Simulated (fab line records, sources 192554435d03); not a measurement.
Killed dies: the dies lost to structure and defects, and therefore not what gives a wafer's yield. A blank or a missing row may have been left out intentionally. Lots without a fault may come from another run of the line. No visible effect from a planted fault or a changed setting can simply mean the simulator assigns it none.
Matching of chambers :: flow n5-finfet :: rie-diel-06 running N5_BEOL_M5_ETCH_68: 4 sister chambers
The step etches SOC in N2/H2, target depth 80 nm, overetch 16 nm, time 120 s. 8 wafers are shown with their chamber, then 9 later ones without.

## EACH WAFER AND ITS CHAMBER
wafer: L082.3
chamber: 0
showerhead-plenum-p-Torr (Torr): 2.43
drypump-motor-current-A (A): 6.5

wafer: L084.5
chamber: 3
showerhead-plenum-p-Torr (Torr): 2.35
drypump-motor-current-A (A): 5.9

wafer: L088.1
chamber: 0
showerhead-plenum-p-Torr (Torr): 2.43
drypump-motor-current-A (A): 6.5

wafer: L088.2
chamber: 2
showerhead-plenum-p-Torr (Torr): 2.47
drypump-motor-current-A (A): 5.7

wafer: L088.3
chamber: 1
showerhead-plenum-p-Torr (Torr): 2.70
drypump-motor-current-A (A): 6.5

wafer: L087.1
chamber: 3
showerhead-plenum-p-Torr (Torr): 2.34
drypump-motor-current-A (A): 5.9

wafer: L087.2
chamber: 2
showerhead-plenum-p-Torr (Torr): 2.47
drypump-motor-current-A (A): 5.6

wafer: L087.3
chamber: 1
showerhead-plenum-p-Torr (Torr): 2.70
drypump-motor-current-A (A): 6.5

## WAFERS WHOSE CHAMBER IS MISSING
wafer: L089.1
showerhead-plenum-p-Torr (Torr): 2.70
drypump-motor-current-A (A): 6.5

wafer: L089.3
showerhead-plenum-p-Torr (Torr): 2.43
drypump-motor-current-A (A): 6.5

wafer: L089.4
showerhead-plenum-p-Torr (Torr): 2.34
drypump-motor-current-A (A): 5.8

wafer: L094.1
showerhead-plenum-p-Torr (Torr): 2.34
drypump-motor-current-A (A): 5.9

wafer: L094.2
showerhead-plenum-p-Torr (Torr): 2.70
drypump-motor-current-A (A): 6.5

wafer: L094.3
showerhead-plenum-p-Torr (Torr): 2.47
drypump-motor-current-A (A): 5.6

wafer: L095.3
showerhead-plenum-p-Torr (Torr): 2.42
drypump-motor-current-A (A): 6.5

wafer: L095.5
showerhead-plenum-p-Torr (Torr): 2.47
drypump-motor-current-A (A): 5.6

wafer: L095.6
showerhead-plenum-p-Torr (Torr): 2.34
drypump-motor-current-A (A): 5.9

## THE CHAMBER EACH PASSED THROUGH
wafer: L089.1
from the rows above: 1
in truth: 1

wafer: L089.3
from the rows above: 0
in truth: 0

wafer: L089.4
from the rows above: 3
in truth: 3

wafer: L094.1
from the rows above: 3
in truth: 3

wafer: L094.2
from the rows above: 1
in truth: 1

wafer: L094.3
from the rows above: 2
in truth: 2

wafer: L095.3
from the rows above: 0
in truth: 0

wafer: L095.5
from the rows above: 2
in truth: 2

wafer: L095.6
from the rows above: 3
in truth: 3
Correctly placed: 9 of 9. Number that these rows cannot place: 0. Number placed wrongly: 0.
How it was worked out, from the rows above alone: a wafer's distance from a chamber is the root of the sum, over the readings, of the square of ((its reading less the chamber's mean) divided by the reading's scatter). If the next closest chamber is less than 2 further off than the closest, the wafer can't be placed; otherwise it belongs to the closest. Each chamber's mean is taken over the wafers shown for it. The scatter is the square root of a quotient: the sum, over the shown wafers, of each reading's squared deviation from its chamber's mean, divided by wafers minus chambers.
